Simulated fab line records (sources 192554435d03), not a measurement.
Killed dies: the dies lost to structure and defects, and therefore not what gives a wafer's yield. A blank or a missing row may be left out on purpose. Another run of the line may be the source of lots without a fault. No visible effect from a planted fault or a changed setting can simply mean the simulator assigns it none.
Comparing a struck lot with a sound one || flow n5 finfet || 20 out of 1938 route steps
Sound: the wafers L873.1, L873.4, L873.5. Struck: wafers L874.1, L874.3, L874.4. At the end, the cause is stated.
Per side, at each step with rows, come the tool, then ch with its chambers, and then its first start. Under that, the readings that differ: sound wafers || struck wafers || difference of the means || sigmas: that difference in standard deviations of wafers without a fault.
alike: readings whose means differ by less than 2 such deviations, and words and numbers that are the same on both sides. not compared: withheld readings, readings that some wafer has no value for, bounds like >300 that may hide the same value, and numbers for which the record gives no deviation and whose values overlap.
The two part at a step that has a row with sigmas, a row that says differs or no value, or rows on one side only. When numbers do not overlap yet have no deviation, they are printed without sigmas and do not part them. Lack of a reading on every wafer of one side parts them only where that side has two or more wafers.

first, 3 steps without rows for these wafers: N5_MOL_CONTACT_COAG_EXPOSE_05 (exposes mask CA, defocus 0 nm); N5_MOL_CONTACT_COAG_PEB_06 (peb time 60 s); N5_MOL_CONTACT_COAG_DEVELOP_07 (develop time 30 s).
N5_MOL_CONTACT_COAG_CD_MEAS_08 targets a cd of 28 nm.
  sound on cd sem-01 ch 0, day 4 22:35; struck on cd sem-02 ch 0, day 5 06:56
  alike: cd nm
N5_MOL_CONTACT_COAG_OVL_MEAS_09:
  sound on overlay-01 ch 0, day 4 22:37; struck on overlay-01 ch 0, day 5 06:58
  alike: CA_OVL
N5_MOL_CONTACT_COAG_INSPECT_10: inspects for defects (brightfield).
  sound: defect inspect-01 at day 4 22:40; struck: defect inspect-02 at day 5 07:02
  alike: raw defect count
N5_MOL_CONTACT_COAG_DESCUM_13: chemistry O2, time 7 s.
  sound on rie diel-02 ch 0,1,2, day 4 22:42; struck on rie diel-04 ch 1,3, day 5 07:04
  alike: drypump motor current A, oes product au, rf vpp V, showerhead plenum p Torr, throttle valve pct
  not compared: rf hours counter h
N5_MOL_CONTACT_COAG_ETCH_59: etches underlayer in N2/H2, target depth 13 nm, time 10.4 s.
  sound on rie diel-02 ch 0,1,2, day 4 22:44; struck on rie diel-04 ch 1,3, day 5 07:06
  alike: bias w, chamber pressure mTorr, drypump motor current A, etch rf on time s, n2 flow sccm, oes product au, rf vpp V, showerhead plenum p Torr, throttle valve pct
  not compared: rf hours counter h
N5_MOL_CONTACT_COAG_ETCH_105: etches SiARC in CF4, target depth 15.6 nm, time 26 s.
  sound on rie diel-02 ch 0,1,2, day 4 22:46; struck on rie diel-04 ch 1,3, day 5 07:07
  alike: bias w, cf4 flow sccm, drypump motor current A, etch rf on time s, oes product au, rf vpp V, showerhead plenum p Torr, throttle valve pct
  not compared: rf hours counter h
N5_MOL_CONTACT_COAG_ETCH_106: etches SOC in N2/H2, target depth 80 nm, overetch 16 nm, time 120 s.
  sound on rie diel-02 ch 0,1,2, day 4 22:47; struck on rie diel-04 ch 1,3, day 5 07:09
  alike: bias w, chamber pressure mTorr, drypump motor current A, n2 flow sccm, oes product au, rf vpp V, showerhead plenum p Torr, throttle valve pct
  not compared: rf hours counter h
then, 2 steps without rows for these wafers: N5_MOL_CONTACT_COAG_STRIP_107 (strips in N2/H2); N5_MOL_CONTACT_COAG_STRIP_108 (strips in N2/H2).
N5_MOL_CONTACT_COAG_CONTACT_ETCH_14: etches SiO2 in C4F6/O2, target depth 27.5 nm, overetch 8.5 nm, time 20 s.
  sound on rie diel-02 ch 0,1,2, day 4 22:53; struck on rie diel-04 ch 1,3, day 5 07:15
  no value came back on the struck wafers for any of 9 readings (C4F6_flow_sccm (sccm), O2_flow_sccm (sccm) and others); on the sound wafers C4F6_flow_sccm (sccm) reads 16.11 16.07 15.98
{"reading": "model.SiARC_of_MOL_CONTACT_COAG_COAT_104.thk nm (nm)", "sound": "0 0 0", "struck": "6.4 6.6 6.4", "difference": "+6.5", "sigmas": ""}
{"reading": "model.SOC_of_MOL_CONTACT_COAG_COAT_103.thk nm (nm)", "sound": "78.2 78.4 78.2", "struck": "79.8 79.4 80", "difference": "+1.5", "sigmas": ""}
  not compared: rf hours counter h
then, 1 step without rows for these wafers: N5_MOL_CONTACT_COAG_STRIP_109 (strips in C4F6/O2).
N5_MOL_CONTACT_COAG_ETCH_15: etches SiNx in CH3F/O2, stops on Si:P, target depth 7 nm.
  sound on rie diel-02 ch 0,1,2, day 4 22:55; struck on rie diel-04 ch 1,3, day 5 07:17
{"reading": "oes product au (a.u.)", "sound": "0.68 0.61 0.56", "struck": "0.27 0.33 0.27", "difference": -0.33, "sigmas": -5}
  alike: CH3F_flow_sccm, O2_flow_sccm, bias w, drypump motor current A, oes_f_703_au, rf vpp V, showerhead plenum p Torr, throttle valve pct
  not compared: rf hours counter h
N5_MOL_CONTACT_COAG_ETCH_110: etches Si in CF4/O2, target depth 2.5 nm, time 8 s.
  sound on rie diel-02 ch 0,1,2, day 4 22:59; struck on rie diel-04 ch 1,3, day 5 07:20
{"reading": "model.SOC_of_MOL_CONTACT_COAG_COAT_103.thk nm (nm)", "sound": "73.2 73.4 73.2", "struck": "75 74.6 75.2", "difference": "+2", "sigmas": ""}
  alike: O2_flow_sccm, bias w, drypump motor current A, oes_f_703_au, oes product au, rf vpp V, showerhead plenum p Torr, throttle valve pct
  not compared: rf hours counter h
N5_MOL_CONTACT_COAG_STRIP_98: strips in N2/H2.
  sound on rie diel-02 ch 0,1,2, day 4 23:02; struck on rie diel-04 ch 1,3, day 5 07:23
  alike: drypump motor current A, n2 flow sccm, oes product au, rf vpp V, showerhead plenum p Torr, throttle valve pct
  not compared: rf hours counter h
N5_MOL_CONTACT_COAG_CD_MEAS_99 targets a cd of 17.2 nm.
  sound: cd sem-01 at day 4 23:06; struck: cd sem-01 at day 5 07:28
{"reading": "cd nm (nm)", "sound": "17.5 17.3 17.4", "struck": "- - -", "difference": "no value on the struck wafers", "sigmas": ""}
next, for these wafers, 1 step has no rows: N5_MOL_CONTACT_COAG_IMPLANT_129.
N5_BEOL_M4_RC_MEAS_101:
  the record has rows for the sound wafers here (prober-01 ch 0, day 8 03:41) and none for the struck ones

== WHERE THEY PART ==
Last at N5_BEOL_M4_RC_MEAS_101 as far as this record goes, first at N5_MOL_CONTACT_COAG_CONTACT_ETCH_14.

WHY: what had been put in by the simulator
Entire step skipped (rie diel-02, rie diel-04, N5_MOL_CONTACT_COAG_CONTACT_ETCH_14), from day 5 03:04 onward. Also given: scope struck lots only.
